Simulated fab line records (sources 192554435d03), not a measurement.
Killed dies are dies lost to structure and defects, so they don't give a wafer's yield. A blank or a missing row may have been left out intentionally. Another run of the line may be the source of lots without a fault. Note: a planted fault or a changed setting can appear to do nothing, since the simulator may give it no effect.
Split-lot experiment | flow n5_finfet | 21 wafers read from 7 lots, route of 1938 steps

== THE SPLIT ==
At N5_DUMMY_GATE_EXPOSE_12 (exposes mask GATE, target cd 25 nm), the setting dose_mj was moved away from the recipe's 34 on 8 of the 21 wafers read, by -5.6% to +7.2%. The other wafers ran this setting at the recipe's value.

== FROM THE SPLIT TO THE READING: what the file shows between them, 15 steps ==
- N5_DUMMY_GATE_PEB_13: peb time 60 s
- N5_DUMMY_GATE_DEVELOP_14: develop time 30 s
- N5_DUMMY_GATE_CD_MEAS_15: target cd 25.8 nm
- N5_DUMMY_GATE_ETCH_29: etches underlayer in N2/H2, target depth 13 nm
- N5_DUMMY_GATE_ETCH_36: etches SiARC in CF4, target depth 13 nm
- N5_DUMMY_GATE_ETCH_37: etches SOC in N2/H2, target depth 60 nm, overetch 30 nm
- N5_DUMMY_GATE_STRIP_38: strips in N2/H2
- N5_DUMMY_GATE_STRIP_39: strips in N2/H2
- N5_DUMMY_GATE_TRIM_49: chemistry O2, time 29 s, target cd 14 nm
- N5_DUMMY_GATE_STRIP_40: strips in CF4
- N5_DUMMY_GATE_CD_MEAS_50: target cd 14 nm
- N5_DUMMY_GATE_ETCH_31: etches SiO2 in C4F6/O2, target depth 82.5 nm, time 27.5 s
- N5_DUMMY_GATE_STRIP_41: strips in O2
- N5_DUMMY_GATE_ETCH_23: etches poly-Si in HBr/Cl2/O2, target depth 41 nm, time 22.3 s
- N5_DUMMY_GATE_ETCH_44: etches poly-Si in HBr/O2, stops on SiO2, target depth 127.5 nm

== THE READING ==
Shown in nm: cd_nm at N5_DUMMY_GATE_CD_MEAS_24, with target cd 15 nm. Typical for fault-free wafers on this fab line: 15.1 nm, with standard deviation 0.33 nm.

wafer  | tool, chamber at the split | dose_mj as run | against the recipe | cd_nm, nm | against lot-mates on the recipe
L074.2 | euv_scanner-01, 0          | 34             | recipe             | 15.3      | -
L074.3 | euv_scanner-01, 0          | 32.13          | -5.5%              | 16.5      | +1.4
L074.4 | euv_scanner-01, 0          | 34             | recipe             | 14.8      | -
L076.3 | euv_scanner-01, 0          | 33.01          | -2.9%              | 15.2      | +0.2
L076.4 | euv_scanner-01, 0          | 34             | recipe             | 15.5      | -
L076.6 | euv_scanner-01, 0          | 34             | recipe             | 14.4      | -
L080.3 | euv_scanner-02, 0          | 34             | recipe             | 15.1      | -
L080.4 | euv_scanner-02, 0          | 36.25          | +6.6%              | 14.2      | -0.7
L080.5 | euv_scanner-02, 0          | 34             | recipe             | 14.7      | -
L085.3 | euv_scanner-01, 0          | 36.45          | +7.2%              | 14.2      | -1.6
L085.4 | euv_scanner-01, 0          | 36.45          | +7.2%              | 14.1      | -1.7
L085.5 | euv_scanner-01, 0          | 34             | recipe             | 15.8      | -
L088.4 | euv_scanner-02, 0          | 32.3           | -5.0%              | 15.8      | +1.5
L088.5 | euv_scanner-02, 0          | 34             | recipe             | 14.3      | -
L088.6 | euv_scanner-02, 0          | 32.3           | -5.0%              | 16.3      | +2.0
L091.1 | euv_scanner-01, 0          | 34             | recipe             | 15.5      | -
L091.2 | euv_scanner-01, 0          | 34             | recipe             | 15.4      | -
L091.6 | euv_scanner-01, 0          | 34             | recipe             | 14.9      | -
L093.2 | euv_scanner-01, 0          | 34             | recipe             | 14.7      | -
L093.3 | euv_scanner-01, 0          | 32.08          | -5.6%              | 16.3      | +1.4
L093.5 | euv_scanner-01, 0          | 34             | recipe             | 15.2      | -

THE FIT
A straight line over all 21 wafers: cd_nm changes by -0.163 nm for each +1% of dose_mj; r = -0.83; the points scatter about the line by 0.42 nm.
The same after taking each lot's own level away (the mean of its wafers on the recipe; 21 wafers): -0.231 nm for each +1%; r = -0.92; scatter 0.38 nm.
That fit puts the effect of the largest move of dose_mj on the reading at 1.7 nm.
Across the lots, their own levels run from 14.30 to 15.80 nm, a range of 4.5 times the standard deviation given above.
So the slope is not independent of the lot-to-lot level: the two fits are not the same.
Check: with one of the wafers moved furthest among these (+7.2%) left out of the fit, the line predicts -1.57 nm for it against its lot-mates. It came out at -1.6 nm against them.

== THE WHOLE CHAIN: every reading that the file lists as answering this split, in the file's order ==
step                     | what it does                             | reading                                                           | change (the file's fit)               | r (the file's)
N5_DUMMY_GATE_CD_MEAS_15 | target cd 25.8 nm                        | cd_nm                                                             | -0.184 nm for each +1% of the setting | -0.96
N5_DUMMY_GATE_TRIM_49    | chemistry O2, time 29 s, target cd 14 nm | DUMMY_GATE.cd_nm (the simulator's own value, which no gauge read) | -0.192 nm for each +1% of the setting | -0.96
N5_DUMMY_GATE_CD_MEAS_50 | target cd 14 nm                          | cd_nm                                                             | -0.218 nm for each +1% of the setting | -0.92
N5_DUMMY_GATE_CD_MEAS_24 | target cd 15 nm                          | cd_nm                                                             | -0.214 nm for each +1% of the setting | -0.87

== THE FILE'S OWN FIT ==
cd_nm changes by -0.214 nm for each +1% of dose_mj, r = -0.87.
